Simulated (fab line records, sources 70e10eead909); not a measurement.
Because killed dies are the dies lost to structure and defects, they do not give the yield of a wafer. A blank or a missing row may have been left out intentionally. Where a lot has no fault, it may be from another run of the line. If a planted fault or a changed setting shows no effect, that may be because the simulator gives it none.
fab line records    flow nandHarc
[record] lots = 14  wafers = 42  lastDay = 33
route steps=1302 shown P_GATE@156 P_CONTACT@231
lots untouched by any fault: they come from a run of this same line in which no faults occurred
startH: start of the lot's first displayed wafer, in hours after the record's first day    waitH: time in hours since the lot's previous step    " same as the row above    L1.1+2: one row covering several wafers at once    - either no value or no given start    * or withheld: withheld    < > ~ a bound
route shown NAME@n: a module of which the file shows steps, and the number in the route of the first    usual: the fault-free wafers' mean and standard deviation    same: alike in all rows    chamber/n: place in a boat    sites: per-site readings    _std_site: their standard deviation    _edge_site: mean of outer sites minus mean of inner sites    radiusMm: how far each site lies from the wafer's centre    mask NAME#n: copy n    behind: the most recent tool/chamber to have shaped the wafer    hold: reason for holding the lot/hours on hold/outcome of the hold    device: the n, p or np transistor that did not switch    end of line: the route-end tests of the same wafers    a step without rows: its recipe alone    killed: dies that structure and defects cost at the first sort, which is not the same as the wafer's yield    map: dies across one wafer; x = killed, . = not, _ = none there
set.NAME: the run value of the setting; set.NAME@STEP: its run value at that earlier step    model.NAME: the simulator's own value behind a step, which no gauge read
the route's steps for a sample of lots (tables are steps, rows are wafers)
services: from which hour (startH, from the record's first day; less than 0 if before it) a tool's chamber was out of use, for how many hours, and why
[[steps]]
[step NHARC_P_GATE_ETCHBACK_37]
[recipe] targetDepthA = 345  timeS = 17.2  chf3FlowSccm = 50  o2FlowSccm = 10  arFlowSccm = 200  rfW = 500  biasW = 200  chemistry = CHF3/O2
[usual] drypumpMotorCurrentA = 5.8/0.32  oesProductAu = 0.934/0.023  rfVppV = 369.3/1.8  showerheadPlenumPTorr = 2.34/0.075  throttleValvePct = 20.572/0.0096
lot.wafer  tool        chamber  startH  waitH  drypumpMotorCurrentA  oesProductAu  rfHoursCounterH  rfVppV  showerheadPlenumPTorr  throttleValvePct
L259.1     rieDiel-02  2        -       -      6.1                   0.920         3.8              367.5   2.28                   20.564
L259.5     "           3        "       "      6.0                   0.929         -                368.9   2.32                   20.556
L259.6     "           0        "       "      5.6                   0.925         -                367.4   2.32                   20.577
L261.1     rieDiel-01  3        -       -      5.6                   0.931         4.7              371.4   2.34                   20.581
L261.3     "           0        "       "      6.0                   0.920         5.3              370.9   2.41                   20.572
L261.6     "           2        "       "      5.3                   0.926         -                372.1   2.41                   20.552
L262.3     rieDiel-07  0        -       -      5.1                   0.913         0.4              374.4   2.57                   20.569
L262.4     "           2        "       "      6.0                   0.940         0.5              372.6   2.47                   20.558
L262.6     "           0        "       "      5.1                   0.917         -                372.6   2.57                   20.558
L264.2     rieDiel-02  2        -       -      6.1                   0.916         6.0              367.7   2.28                   20.570
L264.3     "           0        "       "      5.6                   0.914         4.5              367.3   2.32                   20.571
L264.6     "           2        "       "      6.1                   0.911         -                368.9   2.28                   20.576
L265.2     rieDiel-02  0        -       -      5.6                   0.923         5.7              367.7   2.32                   20.578
L265.4     "           1        "       "      6.0                   0.932         5.9              366.6   2.27                   20.561
L265.1     "           3        "       "      5.9                   0.922         6.5              368.6   2.32                   20.568
L267.3     rieDiel-07  0        -       -      5.1                   0.914         3.3              374.8   2.57                   20.577
L267.5     "           3        "       "      6.4                   0.938         -                368.6   2.30                   20.586
L267.6     "           0        "       "      5.1                   0.915         -                373.3   2.57                   20.571
L273.1     rieDiel-02  2        -       -      6.1                   0.918         2.3              367.3   2.27                   20.567
L273.2     "           0        "       "      5.6                   0.921         1.0              369.5   2.32                   20.588
L273.3     "           1        "       "      6.0                   0.928         1.9              369.5   2.27                   20.573
L275.3     rieDiel-01  2        -       -      5.3                   0.923         3.7              369.6   2.41                   20.569
L275.4     "           3        "       "      5.6                   0.937         3.7              368.4   2.34                   20.588
L275.6     "           2        "       "      5.3                   0.925         -                372.6   2.41                   20.566
L277.4     rieDiel-02  0        -       -      5.7                   0.919         1.8              368.3   2.32                   20.581
L277.3     "           2        "       "      6.1                   0.925         3.5              369.5   2.27                   20.551
L277.6     "           0        "       "      5.6                   0.911         -                369.3   2.32                   20.570
L278.3     rieDiel-02  2        -       -      6.1                   0.920         5.5              366.1   2.27                   20.557
L278.4     "           3        "       "      6.0                   0.934         5.8              369.0   2.31                   20.572
L278.5     "           3        "       "      6.0                   0.914         -                366.9   2.31                   20.594
L279.1     rieDiel-01  0        -       -      6.0                   0.939         6.2              372.4   2.40                   20.569
L279.2     "           1        "       "      5.3                   0.948         6.1              369.2   2.33                   20.571
L279.5     "           1        "       "      5.3                   0.944         -                368.4   2.33                   20.577
L280.4     rieDiel-02  1        -       -      5.9                   0.925         5.0              368.4   2.27                   20.578
L280.5     "           2        "       "      6.1                   0.915         -                368.9   2.27                   20.588
L280.6     "           3        "       "      6.0                   0.914         -                368.5   2.31                   20.565
L281.3     rieDiel-02  0        -       -      5.6                   0.929         4.4              367.8   2.32                   20.570
L281.2     "           2        "       "      6.0                   0.924         6.0              369.1   2.27                   20.569
L281.5     "           0        "       "      5.6                   0.932         -                368.5   2.32                   20.579
L282.3     rieDiel-01  0        -       -      6.0                   0.934         7.0              370.9   2.40                   20.554
L282.4     "           1        "       "      5.3                   0.927         6.8              370.3   2.33                   20.573
L282.5     "           0        "       "      6.0                   0.932         -                370.5   2.40                   20.573
[step NHARC_P_GATE_DESCUM_61]
[recipe] timeS = 3  o2FlowSccm = 200  arFlowSccm = 0  biasPowerW = 0  chemistry = O2
[usual] drypumpMotorCurrentA = 5.7/0.37  oesProductAu = 1.001/0.011  rfVppV = 57.6/0.82  showerheadPlenumPTorr = 1.89/0.072  throttleValvePct = 11.310/0.0094
lot.wafer  tool        chamber  startH  waitH  drypumpMotorCurrentA  oesProductAu  rfHoursCounterH  rfVppV  showerheadPlenumPTorr  throttleValvePct
L259.1     rieDiel-07  1        109.67  -      5.6                   0.987         12.4             56.3    1.84                   11.305
L259.6     "           1        "       "      5.6                   0.999         -                57.7    1.84                   11.294
L259.5     "           2        "       "      6.0                   1.015         -                57.1    1.97                   11.311
L261.3     rieDiel-02  3        125.86  -      6.0                   0.996         3.8              57.7    1.84                   11.298
L261.1     "           0        "       "      5.6                   0.982         3.0              56.1    1.85                   11.309
L261.6     "           0        "       "      5.6                   0.994         -                57.6    1.85                   11.301
L262.4     rieDiel-01  3        144.27  -      5.6                   1.010         6.1              58.8    1.86                   11.314
L262.3     "           1        "       "      5.4                   1.004         8.7              57.2    1.85                   11.308
L262.6     "           3        "       "      5.6                   1.010         -                58.0    1.86                   11.309
L264.2     rieDiel-07  3        159.02  -      6.4                   1.005         1.2              57.0    1.83                   11.321
L264.3     "           0        "       "      5.1                   0.979         1.4              58.0    2.05                   11.307
L264.6     "           1        "       "      5.6                   0.990         -                57.5    1.84                   11.304
L265.2     rieDiel-07  3        171.16  -      6.4                   1.009         2.2              57.9    1.83                   11.314
L265.4     "           0        "       "      5.1                   0.981         1.9              57.8    2.05                   11.316
L265.1     "           1        "       "      5.6                   0.988         2.1              59.0    1.84                   11.280
L267.3     rieDiel-07  2        195.58  -      6.0                   0.995         3.6              58.8    1.97                   11.318
L267.6     "           2        "       "      6.0                   1.000         -                58.4    1.97                   11.303
L267.5     "           3        "       "      6.4                   1.014         -                59.0    1.83                   11.306
L273.2     rieDiel-01  0        262.18  -      6.0                   1.012         3.7              56.7    1.92                   11.305
L273.3     "           1        "       "      5.4                   1.023         3.8              56.6    1.85                   11.315
L273.1     "           2        "       "      5.3                   1.004         3.5              57.3    1.92                   11.316
L275.3     rieDiel-01  1        272.31  -      5.3                   1.029         4.3              56.3    1.85                   11.317
L275.4     "           0        "       "      6.0                   1.014         4.2              58.0    1.92                   11.312
L275.6     "           2        "       "      5.3                   1.004         -                58.5    1.92                   11.314
L277.4     rieDiel-07  3        292.99  -      6.4                   0.995         9.8              57.6    1.83                   11.303
L277.3     "           1        "       "      5.6                   0.991         11.2             58.7    1.84                   11.310
L277.6     "           2        "       "      6.0                   0.997         -                58.7    1.97                   11.312
L278.3     rieDiel-01  2        306.90  -      5.3                   0.992         6.0              58.2    1.92                   11.310
L278.4     "           3        "       "      5.7                   1.004         6.3              56.5    1.86                   11.303
L278.5     "           0        "       "      6.0                   1.018         -                57.2    1.91                   11.307
L279.2     rieDiel-01  0        317.36  -      6.0                   1.019         6.2              59.3    1.92                   11.290
L279.1     "           1        "       "      5.4                   1.022         6.1              55.0    1.85                   11.286
L279.5     "           1        "       "      5.4                   1.015         -                57.0    1.85                   11.314
L280.4     rieDiel-07  3        328.62  -      6.4                   1.010         1.9              58.8    1.83                   11.309
L280.5     "           1        "       "      5.6                   0.994         -                56.7    1.84                   11.304
L280.6     "           2        "       "      6.0                   1.004         -                57.0    1.97                   11.317
L281.3     rieDiel-01  3        341.88  -      5.6                   1.011         7.6              57.6    1.86                   11.300
L281.2     "           0        "       "      6.0                   1.013         7.5              57.0    1.91                   11.305
L281.5     "           1        "       "      5.4                   1.012         -                57.1    1.85                   11.318
L282.4     rieDiel-02  3        342.86  -      6.0                   1.007         7.2              58.2    1.84                   11.303
L282.3     "           1        "       "      6.0                   1.018         5.6              56.6    1.80                   11.330
L282.5     "           3        "       "      6.0                   1.003         -                56.1    1.84                   11.314
[step NHARC_P_CONTACT_DEVELOP_11]
[recipe] developTimeS = 35  devTempC = 23
[usual] chillPlateTempC = 22.98/0.1  developTimeS = 35/0
lot.wafer  tool           chamber  startH  waitH  chillPlateTempC  developTimeS
L259.1     lithoTrack-04  0        115     -      23.00            35
L259.5     "              0        "       "      22.91            35
L259.6     "              0        "       "      22.98            35
L261.1     lithoTrack-01  0        132     -      22.96            35
L261.3     "              0        "       "      22.92            35
L261.6     "              0        "       "      22.89            35
L262.3     lithoTrack-06  0        150     -      23.04            35
L262.4     "              0        "       "      22.95            35
L262.6     "              0        "       "      22.97            35
L264.2     lithoTrack-06  -        165     -      -                -
L264.3     "              -        "       "      -                -
L264.6     "              -        "       "      -                -
L265.1     lithoTrack-04  -        177     -      -                -
L265.2     "              -        "       "      -                -
L265.4     "              -        "       "      -                -
L267.3     lithoTrack-06  0        201     -      23.03            35
L267.5     "              0        "       "      22.98            35
L267.6     "              0        "       "      23.00            35
L273.1     lithoTrack-04  0        268     -      22.99            35
L273.2     "              0        "       "      23.06            35
L273.3     "              0        "       "      22.87            35
L275.3     lithoTrack-04  0        278     -      23.06            35
L275.4     "              0        "       "      23.09            35
L275.6     "              0        "       "      23.05            35
L277.3     lithoTrack-06  0        299     -      22.92            35
L277.4     "              0        "       "      22.99            35
L277.6     "              0        "       "      23.01            35
L278.3     lithoTrack-04  0        312     -      23.00            35
L278.4     "              0        "       "      22.91            35
L278.5     "              0        "       "      22.88            35
L279.1     lithoTrack-01  0        323     -      22.91            35
L279.2     "              0        "       "      22.96            35
L279.5     "              0        "       "      22.88            35
L280.4     lithoTrack-01  0        346     -      23.11            35
L280.5     "              0        "       "      23.03            35
L280.6     "              0        "       "      22.97            35
L281.2     lithoTrack-04  0        355     -      23.01            35
L281.3     "              0        "       "      22.97            35
L281.5     "              0        "       "      23.08            35
L282.3     lithoTrack-01  0        356     -      23.01            35
L282.4     "              0        "       "      22.93            35
L282.5     "              0        "       "      23.07            35
[step NHARC_P_CONTACT_OVL_MEAS_13]
[usual] overlayXNm = 0.3/0.81  overlayYNm = 0.0/0.75
lot.wafer  tool        chamber  startH  waitH  overlayXNm  overlayYNm
L259.1     overlay-01  -        115.85  -      1.5         0.7
L259.5     "           -        "       "      0.2         0.6
L259.6     "           -        "       "      0.9         -0.4
L261.1     overlay-02  -        132.33  -      -0.9        0.2
L261.3     "           -        "       "      -1.0        0.2
L261.6     "           -        "       "      -0.9        -0.1
L262.3     overlay-01  -        150.57  -      -1.1        0.2
L262.4     "           -        "       "      0.0         0.2
L262.6     "           -        "       "      -0.4        -0.4
L264.2     overlay-01  -        165.18  -      -           -
L264.3     "           -        "       "      -           -
L264.6     "           -        "       "      -           -
L265.1     overlay-02  -        177.36  -      -           -
L265.2     "           -        "       "      -           -
L265.4     "           -        "       "      -           -
L267.3     overlay-01  -        201.95  -      -0.8        -0.8
L267.5     "           -        "       "      -0.6        -1.5
L267.6     "           -        "       "      -0.9        -0.8
L273.1     overlay-01  -        268.33  -      -0.2        -1.7
L273.2     "           -        "       "      -0.3        -2.4
L273.3     "           -        "       "      0.2         -2.3
L275.3     overlay-01  -        278.49  -      0.2         0.9
L275.4     "           -        "       "      0.4         0.7
L275.6     "           -        "       "      0.1         0.6
L277.3     overlay-02  -        299.33  -      -0.9        0.3
L277.4     "           -        "       "      -1.0        0.6
L277.6     "           -        "       "      -0.6        0.6
L278.3     overlay-01  -        313.05  -      1.3         -0.2
L278.4     "           -        "       "      1.3         0.2
L278.5     "           -        "       "      1.1         0.1
L279.1     overlay-01  -        323.44  -      0.1         -0.1
L279.2     "           -        "       "      0.3         0.5
L279.5     "           -        "       "      -0.2        0.0
L280.4     overlay-01  -        346.22  -      0.2         0.0
L280.5     "           -        "       "      0.7         0.1
L280.6     "           -        "       "      0.6         0.6
L281.2     overlay-02  -        355.71  -      -0.4        0.3
L281.3     "           -        "       "      -0.2        -0.2
L281.5     "           -        "       "      0.2         -0.1
L282.3     overlay-02  -        357.00  -      0.4         0.4
L282.4     "           -        "       "      0.3         0.8
L282.5     "           -        "       "      0.2         1.3
[[services]]
tool           chamber  startH  hours  kind
rieDiel-01     0        85.31   -      clean
rieDiel-01     1        85.31   -      clean
rieDiel-01     2        85.31   -      clean
rieDiel-01     3        85.31   -      clean
rieDiel-07     -        89.18   0.6    repair
rieDiel-02     0        97.76   -      clean
rieDiel-02     1        97.76   -      clean
rieDiel-07     -        117.20  9.0    pm
lithoTrack-01  -        155.00  7.0    pm
lithoTrack-06  -        179.00  7.0    pm
rieDiel-01     0        188.55  13.6   repair
rieDiel-02     1        199.48  5.8    repair
lithoTrack-04  -        203.00  7.0    pm
rieDiel-01     -        203.80  9.0    pm
rieDiel-02     -        216.70  9.0    pm
rieDiel-01     0        225.05  2.0    repair
rieDiel-07     0        225.93  9.2    repair
rieDiel-02     1        236.01  5.9    repair
rieDiel-02     0        246.96  6.5    repair
rieDiel-07     -        294.20  9.0    pm
rieDiel-01     2        316.13  4.5    repair
lithoTrack-01  -        330.00  7.0    pm
rieDiel-01     2        347.46  2.2    repair
lithoTrack-06  -        354.00  7.0    pm
[[key]]
[firstSign] step = NHARC_P_CONTACT_DEVELOP_11  reading = toolRecord  direction = missing
effect none on later readings
metAt NHARC_P_CONTACT_DEVELOP_11
struckLots L264,L265
laterRowsLeftOut L264.2,L264.3,L264.6,L265.1,L265.2,L265.4
sortLeftOut L264.2,L264.3,L264.6,L265.1,L265.2,L265.4
testerLeftOut L264,L265
notActingAt NHARC_P_GATE_ETCHBACK_37,NHARC_P_GATE_DESCUM_61,NHARC_P_CONTACT_OVL_MEAS_13
onsetBetween 150 165
[fault] kind = skippedStepWhole  tool = lithoTrack-04,lithoTrack-06  chamber = -  onsetH = 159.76  steps = NHARC_P_CONTACT_DEVELOP_11  scope = struckLotsOnly
// testerLeftOut: of these lots the tester's yield and bins aren't shown, on N5 and GAA mostly nor the transistor test; their killed dies are dies lost to structure and defects alone, not to doping, threshold or leakage, so they don't give the yield
// sortLeftOut: the simulated sort isn't trusted on such a fault, so these wafers' sort isn't shown, and their yield isn't known
// laterRowsLeftOut: the simulator's readings of these wafers behind a module that went badly wrong aren't trusted and aren't shown, but for the sort
